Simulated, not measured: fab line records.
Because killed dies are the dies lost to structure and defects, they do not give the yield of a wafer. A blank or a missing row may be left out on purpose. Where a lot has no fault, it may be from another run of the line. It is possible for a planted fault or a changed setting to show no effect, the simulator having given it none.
The tool behind it: which one? / flow n5_finfet / Sampling: 13 lots, 35 wafers, 3 of 1938 route steps

## WHAT THE GAUGES SHOWED, per wafer
N5_DUMMY_GATE_OVL_MEAS_16.
lot=L743; measured=day 3 00:09; on=overlay-01; GATE_OVL (nm)=0.5 -0.6 0.0
lot=L745; measured=day 3 11:08; on=overlay-02; GATE_OVL (nm)=-0.7 -0.8 -0.5
lot=L747; measured=day 3 22:35; on=overlay-02; GATE_OVL (nm)=-0.2 -1.2
lot=L748; measured=day 4 04:16; on=overlay-02; GATE_OVL (nm)=0.9 0.5
lot=L750; measured=day 4 19:44; on=overlay-02; GATE_OVL (nm)=-1.7 -1.0
lot=L752; measured=day 5 06:24; on=overlay-02; GATE_OVL (nm)=-0.4 -1.2 -0.8
lot=L753; measured=day 5 14:15; on=overlay-02; GATE_OVL (nm)=0.2 -1.3 -0.9
lot=L754; measured=day 5 16:19; on=overlay-02; GATE_OVL (nm)=-1.5 -1.2 -0.9
lot=L755; measured=day 5 22:02; on=overlay-01; GATE_OVL (nm)=-2.0 -0.4
lot=L757; measured=day 6 09:54; on=overlay-02; GATE_OVL (nm)=-0.3 -0.4 -1.2
lot=L758; measured=day 6 15:31; on=overlay-02; GATE_OVL (nm)=-0.4 -0.7 -0.9
lot=L763; measured=day 7 22:09; on=overlay-02; GATE_OVL (nm)=0.3 -0.8 -0.2
lot=L766; measured=day 8 18:55; on=overlay-02; GATE_OVL (nm)=-1.7 -0.6 -1.1

## EACH LOT AND THE TOOL THAT RAN IT (in order: tool; ch and the chambers of the sampled wafers; start)
lot=L743; N5_STI_FIN_REVEAL_RECESS_09=vapor_etch-01 ch 0,1, day 2 10:02; N5_DUMMY_GATE_COAT_28=litho_track-05 ch 0, day 2 23:50
lot=L745; N5_STI_FIN_REVEAL_RECESS_09=vapor_etch-01 ch 0,1, day 2 23:33; N5_DUMMY_GATE_COAT_28=litho_track-05 ch 0, day 3 10:43
lot=L747; N5_STI_FIN_REVEAL_RECESS_09=vapor_etch-01 ch 0,1, day 3 11:05; N5_DUMMY_GATE_COAT_28=litho_track-04 ch 0, day 3 22:09
lot=L748; N5_STI_FIN_REVEAL_RECESS_09=vapor_etch-01 ch 1, day 3 16:46; N5_DUMMY_GATE_COAT_28=litho_track-04 ch 0, day 4 03:50
lot=L750; N5_STI_FIN_REVEAL_RECESS_09=vapor_etch-02 ch 1, day 4 07:30; N5_DUMMY_GATE_COAT_28=litho_track-05 ch 0, day 4 19:17
lot=L752; N5_STI_FIN_REVEAL_RECESS_09=vapor_etch-02 ch 0,1, day 4 18:13; N5_DUMMY_GATE_COAT_28=litho_track-03 ch 0, day 5 06:06
lot=L753; N5_STI_FIN_REVEAL_RECESS_09=vapor_etch-02 ch 0,1, day 4 23:58; N5_DUMMY_GATE_COAT_28=litho_track-04 ch 0, day 5 13:49
lot=L754; N5_STI_FIN_REVEAL_RECESS_09=vapor_etch-02 ch 0,1, day 5 05:23; N5_DUMMY_GATE_COAT_28=litho_track-03 ch 0, day 5 15:53
lot=L755; N5_STI_FIN_REVEAL_RECESS_09=vapor_etch-02 ch 0,1, day 5 10:10; N5_DUMMY_GATE_COAT_28=litho_track-05 ch 0, day 5 21:44
lot=L757; N5_STI_FIN_REVEAL_RECESS_09=vapor_etch-02 ch 0,1, day 5 22:35; N5_DUMMY_GATE_COAT_28=litho_track-03 ch 0, day 6 09:36
lot=L758; N5_STI_FIN_REVEAL_RECESS_09=vapor_etch-02 ch 0,1, day 6 04:11; N5_DUMMY_GATE_COAT_28=litho_track-05 ch 0, day 6 15:13
lot=L763; N5_STI_FIN_REVEAL_RECESS_09=vapor_etch-01 ch 0,1, day 7 09:57; N5_DUMMY_GATE_COAT_28=litho_track-03 ch 0, day 7 21:41
lot=L766; N5_STI_FIN_REVEAL_RECESS_09=vapor_etch-02 ch 0, day 8 07:01; N5_DUMMY_GATE_COAT_28=litho_track-03 ch 0, day 8 18:29
- N5_STI_FIN_REVEAL_RECESS_09: chemistry HF/NH3, target SiO2, afs cycles 11, target depth 42.5 nm, sublimation time 60 s.
- N5_DUMMY_GATE_COAT_28: time 60 s, resist thk 10 nm.

## WHAT THE TOOLS THEMSELVES READ (means of the sampled wafers that have a number; where no wafer has one, the mark that the record gives instead)
N5_STI_FIN_REVEAL_RECESS_09.
lot=L743; tool=vapor_etch-01; drypump_motor_current_A (A)=5.7
lot=L745; tool=vapor_etch-01; drypump_motor_current_A (A)=5.7
lot=L747; tool=vapor_etch-01; drypump_motor_current_A (A)=5.8
lot=L748; tool=vapor_etch-01; drypump_motor_current_A (A)=6.0
lot=L750; tool=vapor_etch-02; drypump_motor_current_A (A)=5.1
lot=L752; tool=vapor_etch-02; drypump_motor_current_A (A)=5.5
lot=L753; tool=vapor_etch-02; drypump_motor_current_A (A)=5.3
lot=L754; tool=vapor_etch-02; drypump_motor_current_A (A)=5.5
lot=L755; tool=vapor_etch-02; drypump_motor_current_A (A)=5.4
lot=L757; tool=vapor_etch-02; drypump_motor_current_A (A)=5.5
lot=L758; tool=vapor_etch-02; drypump_motor_current_A (A)=5.3
lot=L763; tool=vapor_etch-01; drypump_motor_current_A (A)=5.9
lot=L766; tool=vapor_etch-02; drypump_motor_current_A (A)=5.7

N5_DUMMY_GATE_COAT_28.
lot=L743; tool=litho_track-05; spin_speed_rpm (rpm)=1499.7
lot=L745; tool=litho_track-05; spin_speed_rpm (rpm)=1500.4
lot=L747; tool=litho_track-04; spin_speed_rpm (rpm)=1498.5
lot=L748; tool=litho_track-04; spin_speed_rpm (rpm)=1500.2
lot=L750; tool=litho_track-05; spin_speed_rpm (rpm)=1500.3
lot=L752; tool=litho_track-03; spin_speed_rpm (rpm)=1499.9
lot=L753; tool=litho_track-04; spin_speed_rpm (rpm)=1499.4
lot=L754; tool=litho_track-03; spin_speed_rpm (rpm)=1500.3
lot=L755; tool=litho_track-05; spin_speed_rpm (rpm)=1500.0
lot=L757; tool=litho_track-03; spin_speed_rpm (rpm)=1501.2
lot=L758; tool=litho_track-05; spin_speed_rpm (rpm)=1500.6
lot=L763; tool=litho_track-03; spin_speed_rpm (rpm)=1301.9
lot=L766; tool=litho_track-03; spin_speed_rpm (rpm)=1301.5

## THE ANSWER, worked out from the rows above alone
Rule: usual is defined by the lots themselves. Put in order of their means at a reading, lots are off if they are a third of the lots or fewer, leave a main group of 4 or more, and stand apart from it by a gap of 3 or more times the standard deviation of the main group's means; of several such gaps the widest counts. If all means in a main group match to the digits the tables above print for the reading, that group is not used. Also off: a lot with no number at a reading for which 4 or more lots have one. The other lots that the step has rows for count as sound. First the gauges in route order, then the tools' own readings, where a lot's mean is used as printed above. The first step at which some lot is off is used, and at that step the reading that is off furthest; a lot without a number counts as furthest.
Off at N5_DUMMY_GATE_COAT_28 (spin_speed_rpm): L763, L766. The main group has a mean of 1500.0 rpm with a standard deviation of 0.67.
A tool fits if, at that step or a process step before it, it ran every lot that is off, and no sound lot after the first of them. One fits: litho_track-03 at N5_DUMMY_GATE_COAT_28. A fault onset in the window from L757 (day 6 09:36, its last sound lot) to L763 (day 7 21:41, its first lot off) fits.
The tool's own readings at N5_DUMMY_GATE_COAT_28 bear it out: on the lots that are off they differ by more than 5 times the standard deviation of the sound lots' means. spin_speed_rpm reads 1301.7 rpm there against 1500.0 rpm on the sound lots.

## WHAT THE SIMULATOR PUT IN
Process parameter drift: litho_track-03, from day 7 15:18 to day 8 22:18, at N5_DUMMY_GATE_COAT_28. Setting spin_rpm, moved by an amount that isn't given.
Lots struck among those shown: L763, L766. The same result came from the rule above.
